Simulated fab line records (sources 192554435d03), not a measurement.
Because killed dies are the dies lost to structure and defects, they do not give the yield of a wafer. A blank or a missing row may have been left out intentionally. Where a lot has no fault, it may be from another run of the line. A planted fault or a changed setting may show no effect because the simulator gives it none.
fab line records	flow n5-finfet	part 2 of 2: steps 5 to 6 of 6
[record] lots = 20	wafers = 60	last-day = 18
route steps=1938 shown BEOL_M12@1616
lots untouched by any fault: they come from a run of this same line in which no faults occurred
start-h: hours from the record's opening day to when the first of the lot's shown wafers began	wait-h: time in hours since the lot's previous step	" as in the row above	L1.1+2: a single row standing in for several wafers	- value missing, or start not given	* or withheld: withheld	< > ~ a bound
route shown NAME@n: NAME is a module with steps in the file, n the number in the route of the first one	usual: mean and standard deviation over wafers with no fault	same: alike in all rows	chamber/n: place in a boat	sites: readings site by site	_std_site: standard deviation of those values	_edge_site: inner sites' mean taken away from outer sites' mean	radius-mm: for every site, how far away it sits from the centre of the wafer	mask NAME#n: copy n	behind: the most recent tool/chamber to have shaped the wafer	hold: why the lot was held/for how many hours/how that ended	device: names the non-switching transistor (n, p or np)	end of line: at the end of the route, the tests of the same wafers	a step given without rows: its recipe and nothing more	killed: dies that structure and defects cost at the first sort, which is not the same as the wafer's yield	map: the dies of a wafer, with x for killed, . for not killed, _ for no die there
set.NAME: setting as actually run; set.NAME@STEP: the setting as run at that earlier step	model.NAME: the simulator's own value behind a step, which no gauge read
a sample of lots followed through the steps of the route, with each step as a table and each wafer as a row
services: a tool's chamber out of use, with start hour (start-h, from the record's first day; less than 0 if before it), hours out, and reason
[[steps]]
[step N5_BEOL_M12_CMP_49]
[recipe] stop-on = SiOC	t-overpolish-s = 20.6	down-force-psi = 1	platen-rpm = 50	clearing-platen-down-force-psi = 1.5	clearing-platen-rpm = 50	post-cmp-clean = cu-alkaline	target-thk-nm = 320	clearing-platen-pad-velocity-m-s = 0.99484	pad-velocity-m-s = 0.99484
[usual] barrier-field-endpoint-s = 30.3/1.1	head-pressure-psi = 1.0002/0.0023	motor-current-A = 6.1/0.59	overpolish-run-s = 20.599/0.0094	slurry-filter-dp-kPa = 13.51/0.14	slurry-flow-ml-min = 150.0/0.47
lot.wafer	tool	chamber	start-h	wait-h	barrier-field-endpoint-s	head-pressure-psi	motor-current-A	overpolish-run-s	slurry-filter-dp-kPa	slurry-flow-ml-min
L075.4	cmp-04	1	260.90	0.6	30.7	1.0022	7.3	20.606	13.35	150.3
L075.1	"	3	"	"	29.8	1.0008	6.1	20.614	13.50	149.2
L075.6	"	1	"	"	29.8	0.9984	7.0	20.599	13.59	150.0
L076.2	cmp-04	1	264.43	0.4	29.3	1.0026	7.0	20.595	13.51	150.0
L076.5	"	0	"	"	32.4	1.0016	6.2	20.620	13.53	150.1
L076.6	"	1	"	"	29.1	0.9999	7.0	20.602	13.72	150.3
L078.3	cmp-04	0	274.41	0.2	32.2	1.0007	6.1	20.597	13.65	150.0
L078.1	"	2	"	"	29.2	1.0001	5.3	20.617	13.39	150.4
L078.6	"	0	"	"	31.0	1.0046	6.2	20.596	13.45	150.5
L080.4	cmp-01	2	289.36	0.1	29.2	0.9984	6.5	20.609	13.48	150.9
L080.3	"	0	"	"	30.5	1.0010	6.3	20.577	13.59	150.0
L080.5	"	2	"	"	29.4	1.0020	6.2	20.594	13.47	149.7
L081.1	cmp-02	2	289.68	0.3	32.5	1.0015	5.9	20.612	13.56	150.4
L081.6	"	0	"	"	29.8	1.0002	7.1	20.586	13.35	149.8
L081.5	"	1	"	"	30.0	0.9987	6.1	20.590	13.55	149.7
L082.1	cmp-02	2	294.50	0.3	32.2	1.0016	5.8	20.595	13.57	148.8
L082.6	"	2	"	"	32.0	0.9975	6.2	20.605	13.45	149.9
L082.5	"	3	"	"	32.3	1.0028	5.6	20.609	13.78	149.9
L083.3	cmp-02	2	304.87	0.2	31.4	1.0009	5.7	20.590	13.56	149.1
L083.4	"	0	"	"	30.6	0.9970	6.6	20.604	13.41	150.6
L083.2	"	1	"	"	29.0	1.0010	6.2	20.598	13.32	150.1
L085.4	cmp-04	1	310.69	0.1	29.9	0.9979	7.2	20.586	13.54	148.8
L085.1	"	2	"	"	30.2	0.9996	5.0	20.607	13.32	150.5
L085.3	"	3	"	"	31.2	1.0000	6.3	20.605	13.34	149.3
L088.2	cmp-04	1	320.74	0.3	29.2	1.0011	6.8	20.599	13.39	150.3
L088.1	"	2	"	"	29.4	1.0000	5.4	20.600	13.35	149.8
L088.5	"	0	"	"	32.0	1.0009	5.9	20.610	13.31	150.0
L084.1	cmp-01	3	320.94	0.3	30.2	1.0003	5.5	20.590	13.32	149.3
L084.3	"	1	"	"	30.6	0.9995	5.5	20.592	13.45	149.7
L084.2	"	2	"	"	29.6	1.0032	6.3	20.592	13.51	149.5
L086.3	cmp-04	3	321.47	0.3	30.5	1.0006	6.2	20.587	13.34	150.2
L086.1	"	0	"	"	31.5	0.9997	6.3	20.608	13.60	149.7
L086.5	"	3	"	"	30.9	0.9995	6.3	20.598	13.66	150.4
L089.1	cmp-01	0	341.66	0.3	30.8	0.9996	6.2	20.597	13.63	150.9
L089.4	"	1	"	"	32.1	0.9980	5.3	20.585	13.34	150.1
L089.6	"	3	"	"	30.9	0.9955	5.4	20.584	13.40	149.8
L087.3	cmp-04	1	341.89	0.2	29.6	1.0054	7.3	20.614	13.63	149.9
L087.4	"	0	"	"	31.6	1.0049	6.0	20.590	13.54	150.2
L087.5	"	2	"	"	28.9	0.9997	5.2	20.611	13.63	150.4
L090.3	cmp-02	3	342.64	0.2	30.3	1.0007	5.3	20.611	13.69	149.5
L090.1	"	1	"	"	28.7	1.0013	6.4	20.587	13.58	151.0
L090.2	"	2	"	"	30.3	1.0008	5.6	20.600	13.64	150.2
L092.1	cmp-04	1	360.56	0.3	29.3	0.9954	6.8	20.594	13.45	150.4
L092.4	"	2	"	"	29.2	1.0029	5.2	20.599	13.57	149.2
L092.6	"	1	"	"	29.6	0.9993	6.8	20.577	13.56	149.8
L094.2	cmp-01	1	366.34	0.3	30.5	0.9995	5.3	20.594	13.46	149.8
L094.1	"	2	"	"	29.5	1.0019	5.9	20.597	13.33	150.3
L094.5	"	0	"	"	30.1	0.9964	6.7	20.606	13.46	150.3
L093.3	cmp-02	1	367.83	0.2	29.9	1.0000	6.1	20.594	13.53	150.0
L093.4	"	3	"	"	31.6	0.9993	5.5	20.603	13.58	149.9
L093.5	"	1	"	"	29.0	1.0040	6.5	20.604	13.58	149.6
L096.1	cmp-02	1	369.33	0.3	27.8	0.9997	6.2	20.604	13.65	149.3
L096.2	"	2	"	"	30.9	1.0048	5.8	20.594	13.41	149.7
L096.6	"	1	"	"	29.0	0.9997	6.4	20.595	13.67	149.4
L095.2	cmp-04	2	387.05	0.2	29.8	0.9984	5.1	20.598	13.74	150.6
L095.1	"	1	"	"	29.2	0.9984	7.1	20.605	13.70	150.2
L095.5	"	2	"	"	29.8	0.9959	5.0	20.592	13.38	150.3
L097.3	cmp-02	3	396.45	0.2	29.7	1.0056	5.1	20.604	13.31	150.4
L097.1	"	0	"	"	29.3	1.0007	6.7	20.605	13.83	150.1
L097.5	"	3	"	"	30.4	1.0021	5.7	20.600	13.42	150.0
[step N5_BEOL_M12_DEP_53]
[recipe] material = SiCN	target-thk-a = 300	temp-c = withheld	precursor = 3MS/NH3	pressure-torr = 3	rf-w = 675	time-s = 10.5
[usual] showerhead-plenum-p-Torr = 4.154/0.015	throttle-valve-pct = 17.5/1.1
[same] time-s = 10.5
lot.wafer	tool	chamber	start-h	wait-h	showerhead-plenum-p-Torr	throttle-valve-pct
L075.1	pecvd-03	2	261.25	0.0	4.152	16.2
L075.4	"	2	"	"	4.142	16.1
L075.6	"	0	"	"	4.175	18.0
L076.2	pecvd-03	1	264.74	0.0	4.130	19.5
L076.5	"	0	"	"	4.162	18.2
L076.6	"	2	"	"	4.149	16.0
L078.1	pecvd-01	0	274.78	0.0	4.179	17.1
L078.3	"	1	"	"	4.156	18.9
L078.6	"	0	"	"	4.177	17.1
L080.3	pecvd-02	1	289.72	0.0	4.136	17.4
L080.4	"	0	"	"	4.141	16.8
L080.5	"	2	"	"	4.126	15.5
L081.1	pecvd-01	2	289.96	0.0	4.166	18.0
L081.5	"	2	"	"	4.169	18.0
L081.6	"	1	"	"	4.159	18.4
L082.1	pecvd-01	2	294.86	0.0	4.169	17.9
L082.5	"	0	"	"	4.183	17.0
L082.6	"	2	"	"	4.165	18.0
L083.2	pecvd-03	0	305.22	0.0	4.180	18.0
L083.3	"	2	"	"	4.146	16.2
L083.4	"	1	"	"	4.142	19.2
L085.1	pecvd-02	0	311.05	0.0	4.133	16.6
L085.3	"	1	"	"	4.144	17.4
L085.4	"	0	"	"	4.130	16.7
L088.1	pecvd-02	0	321.03	0.0	4.141	16.7
L088.2	"	1	"	"	4.156	17.1
L088.5	"	0	"	"	4.126	16.6
L084.1	pecvd-02	0	321.31	0.0	4.143	16.5
L084.2	"	2	"	"	4.152	15.7
L084.3	"	1	"	"	4.144	16.8
L086.1	pecvd-02	0	321.79	0.0	4.125	16.5
L086.3	"	1	"	"	4.153	16.8
L086.5	"	2	"	"	4.139	15.5
L089.1	pecvd-02	0	341.98	0.0	4.120	16.8
L089.4	"	2	"	"	4.141	15.7
L089.6	"	1	"	"	4.139	17.2
L087.3	pecvd-01	0	342.25	0.0	4.177	17.4
L087.4	"	0	"	"	4.182	17.5
L087.5	"	2	"	"	4.181	18.5
L090.1	pecvd-02	2	343.00	0.0	4.136	15.6
L090.2	"	1	"	"	4.159	17.0
L090.3	"	0	"	"	4.137	16.7
L092.1	pecvd-01	1	360.88	0.0	4.159	18.8
L092.4	"	0	"	"	4.177	17.8
L092.6	"	2	"	"	4.154	18.1
L094.1	pecvd-01	2	366.62	0.0	4.173	17.9
L094.2	"	0	"	"	4.157	17.4
L094.5	"	2	"	"	4.164	18.2
L093.3	pecvd-01	2	368.15	0.0	4.161	18.0
L093.4	"	1	"	"	4.152	18.9
L093.5	"	0	"	"	4.174	17.3
L096.1	pecvd-01	2	369.68	0.0	4.166	18.1
L096.2	"	1	"	"	4.161	18.5
L096.6	"	1	"	"	4.168	18.9
L095.1	pecvd-02	0	387.40	0.0	4.142	16.7
L095.2	"	2	"	"	4.140	15.6
L095.5	"	1	"	"	4.150	17.0
L097.1	pecvd-03	2	396.77	0.0	4.170	16.1
L097.3	"	0	"	"	4.162	18.0
L097.5	"	0	"	"	4.160	17.9
[[services]]
tool	chamber	start-h	hours	kind
cmp-02	-	236.62	6.2	pm
cmp-01	-	248.78	5.1	pm
cmp-02	-	250.96	0.5	repair
cmp-01	-	253.92	8.5	pm
cmp-02	-	257.76	4.0	pm
cmp-04	-	261.59	0.5	repair
rie-diel-06	0	268.22	15.3	repair
pecvd-01	2	272.76	7.5	repair
cmp-04	-	281.53	0.5	repair
pecvd-03	1	281.86	19.3	repair
rie-diel-06	2	293.88	4.3	repair
rie-diel-05	3	296.99	-	clean
rie-diel-05	3	296.99	-	consumable-replace:focus-ring
rie-diel-05	2	297.03	9.6	repair
rie-diel-06	2	304.45	10.4	repair
cmp-01	-	308.38	0.3	repair
cmp-01	-	313.28	1.9	repair
pecvd-01	-	316.00	14.6	pm
cmp-02	-	324.79	3.9	repair
cmp-02	-	334.69	4.5	repair
cmp-01	-	351.30	0.3	repair
cmp-01	-	352.73	2.3	repair
rie-diel-05	3	369.28	14.3	repair
rie-diel-04	-	377.54	14.6	pm
